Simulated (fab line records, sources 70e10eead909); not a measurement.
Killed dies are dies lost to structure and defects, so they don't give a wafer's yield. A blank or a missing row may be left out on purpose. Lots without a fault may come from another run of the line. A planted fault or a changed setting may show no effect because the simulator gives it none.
fab line records | flow nand_harc
record lots=6 wafers=18 last_day=33
route steps=1302 shown A_BLC@1132 A_M0@1137 END@1302
lots that met no fault: from a run of the same line without faults
start_h: hours from the record's first day to the start of the lot's first wafer shown | wait_h: hours since the lot's step before | " the same as in the row above | L1.1+2: a row that stands for several wafers | - no value, or no start given | * or withheld: withheld | < > ~ a bound
route shown NAME@n: a module of which the file shows steps, and the number in the route of the first | usual: mean/standard deviation of fault-free wafers | same: alike in all rows | chamber/n: place in a boat | sites: the reading at each site | _std_site: their standard deviation | _edge_site: outer sites' mean less inner sites' | radius_mm: how far each site lies from the wafer's centre | mask NAME#n: copy n | behind: the tool/chamber that last shaped the wafer | hold: why the lot was held/for how many hours/how that ended | device: the transistor (n, p or np) that didn't switch | end of line: the same wafers' tests at the end of the route | a step without rows: its recipe alone | killed: dies lost to structure and defects at the first sort, not the wafer's yield | map: a wafer's dies, x killed, . not, _ none there
set.NAME: the setting as run; set.NAME@STEP: as run at that earlier step | model.NAME: the simulator's own value behind a step, which no gauge read
lots at some steps of the route; a table a step, a row a wafer
services: from which hour (start_h, from the record's first day; less than 0 if before it) a tool's chamber was out of use, for how many hours, and why
## steps
# step NHARC_A_BLC_CVD_24
# recipe target_thk_a=1500 temp_c=300 pressure_torr=40 wf6_flow_sccm=40 h2_flow_sccm=1600 ar_flow_sccm=1560 time_s=434 material=W
# usual heater_power_w=449/46 mfc_wf6_sccm=40.00/0.12 throttle_valve_pct=8.18/0.23
# columns lot.wafer tool chamber start_h wait_h heater_power_w mfc_wf6_sccm since_wet_clean_h throttle_valve_pct
L200.2 cvd_w-02 0 - - 407 40.13 81 8.25
L200.1 " 1 " " 520 40.19 81 7.68
L200.5 " 0 " " 420 39.93 - 8.55
L204.1 cvd_w-01 0 - - 434 40.20 35 8.47
L204.3 " 0 " " 436 40.01 - 8.32
L204.5 " 0 " " 432 40.04 - 8.19
L212.2 cvd_w-01 0 - - 428 40.05 100 8.12
L212.3 " 1 " " 419 39.90 - 7.71
L212.5 " 1 " " 414 40.15 - 7.97
L211.2 cvd_w-01 0 - - 438 40.05 104 8.37
L211.3 " 1 " " 431 40.02 - 8.03
L211.6 " 1 " " 412 40.06 - 8.16
L214.1 cvd_w-02 1 - - 518 39.99 42 7.85
L214.4 " 1 " " 514 39.91 - 8.07
L214.5 " 1 " " 503 39.91 - 7.98
L220.1 cvd_w-01 1 - - 422 39.92 14 8.01
L220.3 " 1 " " 426 39.81 - 8.10
L220.6 " 1 " " 430 40.00 - 7.97
# step NHARC_A_BLC_CMP_25
# recipe t_overpolish_s=30 target_thk_nm=150
# usual motor_current_A=11.5/1.3 overpolish_run_s=29.999/0.0095 time_to_endpoint_s=30/3.2
# columns lot.wafer tool chamber start_h wait_h motor_current_A overpolish_run_s time_to_endpoint_s
L200.2 cmp-02 2 544.92 0.5 10.4 29.997 32
L200.1 " 3 " " 10.3 29.991 26
L200.5 " 0 " " 9.5 30.013 28
L204.1 cmp-03 2 595.87 0.4 13.2 30.002 36
L204.3 " 0 " " 11.7 29.986 35
L204.5 " 2 " " 12.3 30.009 32
L212.2 cmp-01 2 660.02 0.5 12.1 30.011 29
L212.3 " 3 " " 9.8 29.993 25
L212.5 " 0 " " 13.2 29.996 26
L211.2 cmp-01 3 664.58 0.5 9.8 29.994 28
L211.3 " 1 " " 12.1 30.004 27
L211.6 " 3 " " 9.4 30.007 31
L214.1 cmp-03 1 686.95 0.5 10.9 29.993 37
L214.4 " 0 " " 11.4 30.004 31
L214.5 " 2 " " 12.7 30.007 36
L220.1 cmp-02 2 755.19 0.4 11.1 29.989 35
L220.3 " 0 " " 9.5 29.989 34
L220.6 " 3 " " 10.2 29.992 30
# step NHARC_A_BLC_SRD_27
# step NHARC_A_BLC_INSPECT_28
# usual raw_defect_count=515/120
# columns lot.wafer tool chamber start_h wait_h raw_defect_count
L200.1 defect_inspect-02 - 545.27 0.1 317
L200.2 " - " " 437
L200.5 " - " " 415
L204.1 defect_inspect-02 - 596.27 0.1 468
L204.3 " - " " 559
L204.5 " - " " 528
L212.2 defect_inspect-02 - 660.38 0.1 428
L212.3 " - " " 433
L212.5 " - " " 426
L211.2 defect_inspect-02 - 664.99 0.1 564
L211.3 " - " " 347
L211.6 " - " " 336
L214.1 defect_inspect-01 - 687.35 0.1 664
L214.4 " - " " 648
L214.5 " - " " 843
L220.1 defect_inspect-01 - 755.60 0.1 609
L220.3 " - " " 503
L220.6 " - " " 387
# step NHARC_A_M0_DEP_00
# recipe target_thk_a=1500 target_thk_nm=150 temp_c=withheld pressure_torr=5 flow_sccm=200 rf_w=600 material=SiOC
# step NHARC_A_M0_DEHYDRATE_01
# recipe temp_c=150 time_s=120
# step NHARC_A_M0_HMDS_02
# recipe time_s=30
# step NHARC_A_M0_COAT_33
# recipe temp_c=200 time_s=65
# step NHARC_A_M0_COAT_03
# recipe spin_rpm=1500 resist_thk_nm=90
# step NHARC_A_M0_SOFTBAKE_04
# recipe temp_c=105 time_s=55
# step NHARC_A_M0_EBR_05
# step NHARC_A_M0_EXPOSE_06
# recipe na=1.35 target_cd_nm=80 dose_mj=83.25 mask_id=A_M0
# usual exposure_dose_mJ_cm2=83.22/0.073 reticle_temp_C=23.01/0.11
# columns lot.wafer tool chamber start_h wait_h mask exposure_dose_mJ_cm2 reticle_temp_C
L200.1 arfi_scanner-03 0 546.17 - A_M0#0 83.36 23.08
L200.2 " 0 " " A_M0#0 83.25 23.00
L200.5 " 0 " " A_M0#0 83.31 23.07
L204.1 arfi_scanner-03 0 597.03 - A_M0#0 88.49 23.06
L204.3 " 0 " " A_M0#0 88.57 23.10
L204.5 " 0 " " A_M0#0 88.54 23.10
L212.2 arfi_scanner-02 0 661.02 - A_M0#0 83.27 22.93
L212.3 " 0 " " A_M0#0 83.27 22.95
L212.5 " 0 " " A_M0#0 83.22 23.10
L211.2 arfi_scanner-03 0 665.75 - A_M0#0 87.49 23.07
L211.3 " 0 " " A_M0#0 87.43 22.99
L211.6 " 0 " " A_M0#0 87.46 22.86
L214.1 arfi_scanner-02 0 687.99 - A_M0#0 83.20 22.91
L214.4 " 0 " " A_M0#0 83.20 22.94
L214.5 " 0 " " A_M0#0 83.15 22.99
L220.1 arfi_scanner-01 0 756.36 - A_M0#0 83.22 22.76
L220.3 " 0 " " A_M0#0 83.30 22.93
L220.6 " 0 " " A_M0#0 83.14 22.87
# step NHARC_A_M0_PEB_07
# recipe peb_temp_c=100 peb_time_s=65
# step NHARC_A_M0_DEVELOP_08
# recipe develop_time_s=35 dev_temp_c=23
# step NHARC_A_M0_CD_MEAS_09
# recipe target_cd_nm=80 landing_energy_ev=500
# usual cd_nm=80.1/0.71
# same landing_energy_ev=500
# columns lot.wafer tool chamber start_h wait_h cd_nm
L200.1 cd_sem-01 0 546.31 - 81.5
L200.2 " 0 " " 80.6
L200.5 " 0 " " 80.2
L204.1 cd_sem-03 0 597.17 - 83.7
L204.3 " 0 " " 84.2
L204.5 " 0 " " 82.7
L212.2 cd_sem-03 0 661.16 - 80.7
L212.3 " 0 " " 81.5
L212.5 " 0 " " 81.2
L211.2 cd_sem-02 0 665.88 - 82.2
L211.3 " 0 " " 84.0
L211.6 " 0 " " 82.8
L214.1 cd_sem-02 0 688.13 - 79.5
L214.4 " 0 " " 79.5
L214.5 " 0 " " 81.1
L220.1 cd_sem-01 0 756.49 - 81.0
L220.3 " 0 " " 79.9
L220.6 " 0 " " 79.8
# step NHARC_A_M0_OVL_MEAS_10
# recipe pitch_nm=160
# usual overlay_x_nm=0.0/0.75 overlay_y_nm=0.3/0.77
# columns lot.wafer tool chamber start_h wait_h overlay_x_nm overlay_y_nm
L200.1 overlay-01 - 546.40 - 0.5 0.8
L200.2 " - " " -0.2 1.4
L200.5 " - " " -0.1 1.1
L204.1 overlay-02 - 597.26 - -0.1 -0.1
L204.3 " - " " -0.1 -0.2
L204.5 " - " " -0.2 0.1
L212.2 overlay-01 - 661.25 - -0.6 0.8
L212.3 " - " " -0.7 1.6
L212.5 " - " " -0.6 0.9
L211.2 overlay-01 - 665.97 - 0.4 -0.8
L211.3 " - " " 0.8 -0.3
L211.6 " - " " 0.8 -1.1
L214.1 overlay-01 - 688.22 - 0.7 0.2
L214.4 " - " " 0.5 0.2
L214.5 " - " " 1.0 0.8
L220.1 overlay-02 - 756.58 - -0.7 0.0
L220.3 " - " " -0.9 -0.6
L220.6 " - " " -0.7 0.1
# step NHARC_A_M0_INSPECT_11
# usual raw_defect_count=85/36
# columns lot.wafer tool chamber start_h wait_h raw_defect_count
L200.1 defect_inspect-01 - 546.43 0.0 89
L200.2 " - " " 91
L200.5 " - " " 101
L204.1 defect_inspect-01 - 597.30 0.0 74
L204.3 " - " " 73
L204.5 " - " " 75
L212.2 defect_inspect-02 - 661.28 0.0 112
L212.3 " - " " 107
L212.5 " - " " 99
L211.2 defect_inspect-02 - 666.01 0.0 34
L211.3 " - " " 39
L211.6 " - " " 25
L214.1 defect_inspect-01 - 688.25 0.0 123
L214.4 " - " " 115
L214.5 " - " " 119
L220.1 defect_inspect-01 - 756.62 0.0 37
L220.3 " - " " 44
L220.6 " - " " 39
# step NHARC_A_M0_DESCUM_14
# recipe time_s=3 o2_flow_sccm=200 ar_flow_sccm=0 bias_power_w=0 chemistry=O2
# usual drypump_motor_current_A=5.7/0.42 oes_product_au=1.002/0.011 rf_vpp_V=57.7/0.88 showerhead_plenum_p_Torr=1.90/0.099 throttle_valve_pct=11.311/0.0091
# columns lot.wafer tool chamber start_h wait_h drypump_motor_current_A oes_product_au rf_hours_counter_h rf_vpp_V showerhead_plenum_p_Torr throttle_valve_pct model.A_M0.cd_nm
L200.2 rie_diel-01 2 546.50 0.1 5.6 1.005 10.3 57.3 1.79 11.316 80.4
L200.1 " 1 " " 5.9 0.986 8.8 57.8 1.79 11.321 82.09
L200.5 " 3 " " 6.0 0.992 - 59.0 1.80 11.302 79.18
L204.1 rie_diel-07 3 597.37 0.1 5.2 1.004 9.6 59.0 2.04 11.310 84.15
L204.3 " 0 " " 5.8 1.001 7.3 58.9 1.99 11.304 84.26
L204.5 " 2 " " 5.9 0.997 - 57.5 1.96 11.328 82.81
L212.2 rie_diel-07 3 661.34 0.1 5.2 1.000 1.0 58.3 2.04 11.325 80.83
L212.3 " 0 " " 5.8 1.012 0.6 57.6 1.99 11.297 81.72
L212.5 " 3 " " 5.2 1.007 - 59.1 2.04 11.315 81.43
L211.2 rie_diel-07 3 666.07 0.1 5.2 0.999 1.2 58.2 2.04 11.305 82.42
L211.3 " 1 " " 6.2 1.013 0.7 58.3 2.02 11.315 84.57
L211.6 " 3 " " 5.2 1.000 - 58.8 2.04 11.308 83.34
L214.4 rie_diel-07 3 688.31 0.1 5.2 1.008 1.7 57.5 2.04 11.306 79.66
L214.1 " 2 " " 5.8 1.015 1.8 57.4 1.96 11.315 79.03
L214.5 " 3 " " 5.2 1.012 - 57.9 2.04 11.306 80.33
L220.3 rie_diel-01 0 756.68 0.1 6.0 0.987 0.7 56.5 1.88 11.319 79.8
L220.1 " 2 " " 5.7 1.018 0.5 56.1 1.79 11.322 80.72
L220.6 " 0 " " 6.0 0.987 - 56.2 1.88 11.315 79.35
# step NHARC_A_M0_ETCH_34
# recipe target_depth_a=400 overetch_a=120 time_s=43.94 ion_energy_ev=200 n2_flow_sccm=150 h2_flow_sccm=150 ar_flow_sccm=0 rf_w=400 bias_w=150 chemistry=N2/H2
# usual drypump_motor_current_A=5.8/0.42 oes_product_au=1.003/0.0098 rf_vpp_V=430/3.1 showerhead_plenum_p_Torr=2.03/0.11 throttle_valve_pct=14.170/0.0097
# columns lot.wafer tool chamber start_h wait_h drypump_motor_current_A oes_product_au rf_hours_counter_h rf_vpp_V showerhead_plenum_p_Torr throttle_valve_pct
L200.2 rie_diel-01 2 546.58 0.1 5.6 1.001 10.4 428 1.90 14.173
L200.1 " 0 " " 5.9 0.989 7.8 430 2.00 14.167
L200.5 " 2 " " 5.7 1.001 - 429 1.90 14.164
L204.1 rie_diel-07 2 597.44 0.1 5.9 1.006 9.0 431 2.09 14.159
L204.3 " 0 " " 5.8 1.016 7.3 432 2.12 14.185
L204.5 " 2 " " 5.9 1.006 - 432 2.09 14.178
L212.3 rie_diel-07 3 661.44 0.1 5.2 1.004 1.0 434 2.18 14.163
L212.2 " 0 " " 5.8 1.014 0.6 434 2.12 14.176
L212.5 " 2 " " 5.9 1.003 - 431 2.09 14.150
L211.3 rie_diel-07 2 666.15 0.1 5.9 1.008 1.2 432 2.09 14.171
L211.2 " 0 " " 5.8 1.023 0.7 434 2.12 14.168
L211.6 " 2 " " 5.9 0.998 - 432 2.09 14.184
L214.4 rie_diel-07 1 688.40 0.1 6.2 1.003 1.6 434 2.15 14.175
L214.1 " 3 " " 5.2 1.000 1.7 434 2.18 14.178
L214.5 " 1 " " 6.2 0.997 - 431 2.15 14.174
L220.3 rie_diel-01 2 756.77 0.1 5.7 1.008 0.5 426 1.90 14.165
L220.1 " 3 " " 6.0 0.986 0.5 426 1.91 14.174
L220.6 " 1 " " 5.9 0.997 - 427 1.90 14.166
# step NHARC_A_M0_ETCH_15
# recipe target_depth_a=1500 overetch_a=150 time_s=82.5 c4f8_flow_sccm=withheld ar_flow_sccm=400 rf_w=600 bias_w=300 chemistry=C4F8/Ar
# usual oes_product_au=0.952/0.025 rf_vpp_V=441/3.1
# columns lot.wafer tool chamber start_h wait_h oes_product_au rf_hours_counter_h rf_vpp_V model.A_M0.cd_nm
L200.2 rie_diel-01 2 - - 0.936 10 437 80.2
L200.1 " 3 " " 0.913 9 437 82.25
L200.5 " 1 " " 0.985 - 437 79.38
L204.1 rie_diel-07 2 - - 0.927 9 443 83.96
L204.3 " 3 " " 0.931 10 446 83.91
L204.5 " 0 " " 0.935 - 444 82.71
L212.3 rie_diel-07 2 - - 0.973 1 441 81.23
L212.2 " 3 " " 0.966 1 444 80.5
L212.5 " 2 " " 0.970 - 442 81.02
L211.2 rie_diel-07 1 - - 0.979 1 445 82.02
L211.3 " 2 " " 0.962 1 443 84.43
L211.6 " 3 " " 0.966 - 444 83.06
L214.4 rie_diel-07 0 - - 0.981 2 444 79.68
L214.1 " 2 " " 0.985 2 443 78.88
L214.5 " 0 " " 0.972 - 444 80.44
L220.1 rie_diel-01 3 - - 0.966 0 437 80.58
L220.3 " 1 " " 0.962 1 435 80.09
L220.6 " 0 " " 0.940 - 439 79.28
# step NHARC_A_M0_CD_MEAS_16
# usual cd_nm=80.1/0.84
# columns lot.wafer tool chamber start_h wait_h cd_nm
L200.1 cd_sem-01 - 546.80 - 82.3
L200.2 " - " " 79.9
L200.5 " - " " 79.5
L204.1 cd_sem-03 - 597.65 - 83.8
L204.3 " - " " 83.9
L204.5 " - " " 82.8
L212.2 cd_sem-01 - 661.64 - 80.6
L212.3 " - " " 81.2
L212.5 " - " " 81.3
L211.2 cd_sem-02 - 666.37 - 81.3
L211.3 " - " " 84.4
L211.6 " - " " 83.2
L214.1 cd_sem-01 - 688.61 - 78.7
L214.4 " - " " 79.4
L214.5 " - " " 80.2
L220.1 cd_sem-01 - 756.98 - 80.6
L220.3 " - " " 80.1
L220.6 " - " " 79.3
# step NHARC_END_SORT_01
# recipe temp_c=25
# usual defect_limited_yield=90.6/2.6 killed_at_array=58/18 killed_at_other=1.0/1.5 killed_at_periphery=4/3.1 killed_dies=64/18 killed_open=3.4/1.9 killed_short=2.7/1.7
# same gross_dies=677
# columns lot.wafer tool chamber start_h wait_h defect_limited_yield[%] killed_at_array killed_at_other killed_at_periphery killed_dies killed_open killed_short
L200.1 prober-01 0 585.34 2.5 89.1 69 3 2 74 2 2
L200.2 prober-01 0 586.14 2.8 88.6 73 1 3 77 1 5
L200.5 prober-01 0 588.54 3.7 87.7 80 0 3 83 4 3
L212.2 prober-01 0 701.18 2.8 90.4 64 0 1 65 3 5
L212.3 prober-01 0 701.98 3.1 88.3 73 0 6 79 5 0
L212.5 prober-01 0 703.58 3.7 90.4 59 0 6 65 5 3
L211.2 prober-02 0 711.72 2.8 93.4 42 0 3 45 4 2
L211.3 prober-02 0 712.51 3.1 93.2 40 0 6 46 4 3
L211.6 prober-02 0 714.89 4.0 95.1 30 0 3 33 2 2
# killed by level:class
L200.1 A_CHANNEL_HOLE_D2:chamber_film_flake=37 A_SLIT:chamber_film_flake=23 THIN_TSV:chamber_film_flake=2 A_ONON_D1:geometric_particle:open=1 A_DECK1_JOINT:geometric_particle:short=1 A_DECK1_JOINT:geometric_particle:open=1 A_CHANNEL_FILL_D2:geometric_particle:short=1 P_GATE:chamber_film_flake=1
L200.2 A_CHANNEL_HOLE_D2:chamber_film_flake=29 A_SLIT:chamber_film_flake=24 A_BLC:chamber_film_flake=6 A_CONTACT:chamber_film_flake=3 A_BLC:geometric_particle:short=2 A_CHANNEL_FILL_D1:chamber_film_flake=2 A_SOURCE_PLATE:geometric_particle:open=1 A_ONON_D1:geometric_particle:short=1
L200.5 A_CHANNEL_HOLE_D2:chamber_film_flake=39 A_SLIT:chamber_film_flake=18 A_BLC:chamber_film_flake=4 A_CONTACT:chamber_film_flake=4 A_WL_FILL:chamber_film_flake=3 A_CHANNEL_FILL_D2:geometric_particle:open=2 P_ZERO_WELL:chamber_film_flake=2 A_CHANNEL_FILL_D1:chamber_film_flake=2
L212.2 A_SLIT:chamber_film_flake=24 A_CHANNEL_HOLE_D2:chamber_film_flake=16 A_STAIRCASE:chamber_film_flake=4 A_M0:geometric_particle:open=3 A_CHANNEL_HOLE_D1:chamber_film_flake=3 A_CHANNEL_FILL_D2:chamber_film_flake=3 A_WL_FILL:chamber_film_flake=3 A_CHANNEL_FILL_D1:geometric_particle:short=2
L212.3 A_SLIT:chamber_film_flake=30 A_CHANNEL_HOLE_D2:chamber_film_flake=22 A_CHANNEL_HOLE_D1:chamber_film_flake=4 A_STAIRCASE:chamber_film_flake=4 A_WL_FILL:chamber_film_flake=3 A_BLC:geometric_particle:open=2 P_ZERO_WELL:chamber_film_flake=2 P_GATE:chamber_film_flake=2
L212.5 A_SLIT:chamber_film_flake=29 A_CHANNEL_HOLE_D2:chamber_film_flake=13 A_CHANNEL_HOLE_D1:chamber_film_flake=3 A_WL_FILL:chamber_film_flake=3 P_ZERO_WELL:chamber_film_flake=2 A_CONTACT:chamber_film_flake=2 P_M0:geometric_particle:open=1 P_M0:geometric_particle:short=1
L211.2 A_SLIT:chamber_film_flake=10 A_CHANNEL_HOLE_D1:chamber_film_flake=7 A_STAIRCASE:chamber_film_flake=5 A_CHANNEL_FILL_D1:chamber_film_flake=4 A_CONTACT:chamber_film_flake=3 A_M1:chamber_film_flake=3 A_DECK1_JOINT:geometric_particle:open=2 P_STI:chamber_film_flake=2
L211.3 A_CONTACT:chamber_film_flake=11 A_SLIT:chamber_film_flake=6 A_CHANNEL_HOLE_D1:chamber_film_flake=5 A_WL_FILL:chamber_film_flake=5 A_STAIRCASE:chamber_film_flake=3 P_CONTACT:chamber_film_flake=2 A_M1:chamber_film_flake=2 P_GATE:geometric_particle:short=1
L211.6 A_CHANNEL_HOLE_D1:chamber_film_flake=5 A_WL_FILL:chamber_film_flake=5 A_CONTACT:chamber_film_flake=4 A_CHANNEL_FILL_D1:chamber_film_flake=3 A_SLIT:chamber_film_flake=3 P_CONTACT:chamber_film_flake=2 A_STAIRCASE:chamber_film_flake=2 A_SGD_CUT:chamber_film_flake=2
## services
# columns tool chamber start_h hours kind
arfi_scanner-03 - 522.47 2.2 repair
cmp-02 - 527.94 4.0 pm
cmp-01 - 533.22 3.2 repair
rie_diel-07 1 543.46 2.5 repair
cvd_w-01 - 547.00 13.0 pm
arfi_scanner-03 - 548.21 4.0 pm
rie_diel-01 - 557.90 9.0 pm
rie_diel-07 0 560.11 10.3 repair
rie_diel-07 - 568.61 0.5 repair
rie_diel-01 0 584.93 15.9 repair
rie_diel-01 1 602.96 5.1 repair
arfi_scanner-03 - 602.98 0.4 repair
cvd_w-01 - 617.31 1.4 repair
rie_diel-01 - 642.54 0.3 repair
rie_diel-07 - 648.24 9.0 pm
arfi_scanner-03 - 658.92 0.5 repair
rie_diel-01 0 662.20 4.9 repair
arfi_scanner-03 - 680.47 7.4 repair
arfi_scanner-03 - 698.28 1.6 repair
cvd_w-01 - 705.93 1.0 repair
rie_diel-01 0 719.08 13.0 repair
arfi_scanner-03 - 720.21 4.0 pm
cvd_w-01 - 728.00 13.0 pm
rie_diel-01 - 734.90 9.0 pm
## key
first_sign step=NHARC_A_M0_EXPOSE_06 reading=exposure_dose_mJ_cm2 direction=up sigmas=65 usual=83.22 struck=88.00
effect step=NHARC_A_M0_CD_MEAS_09 reading=cd_nm direction=up sigmas=4.5 usual=80.1 struck=83.3 through=control_loop
effect step=NHARC_A_M0_CD_MEAS_16 reading=cd_nm direction=up sigmas=3.8 usual=80.1 struck=83.2 through=control_loop
model_effect step=NHARC_A_M0_DESCUM_14 value=A_M0.cd_nm without=79.94 struck=83.59
model_effect step=NHARC_A_M0_ETCH_15 value=A_M0.cd_nm without=79.69 struck=83.35
met_at NHARC_A_M0_EXPOSE_06
struck_wafers L204.1,L204.3,L204.5,L211.2,L211.3,L211.6
loop_trim step=NHARC_A_M0_EXPOSE_06 setting=dose lots=L211
onset_between 546.17 597.03
fault kind=process_parameter_drift tool=arfi_scanner-03 chamber=- onset_h=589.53 steps=NHARC_A_M0_EXPOSE_06 channel=dose_mj offset=5.3212 shape=step acts_in=these_recipes_only stated=83.25
# loop_trim: a control loop set the setting to another value than it would have without faults
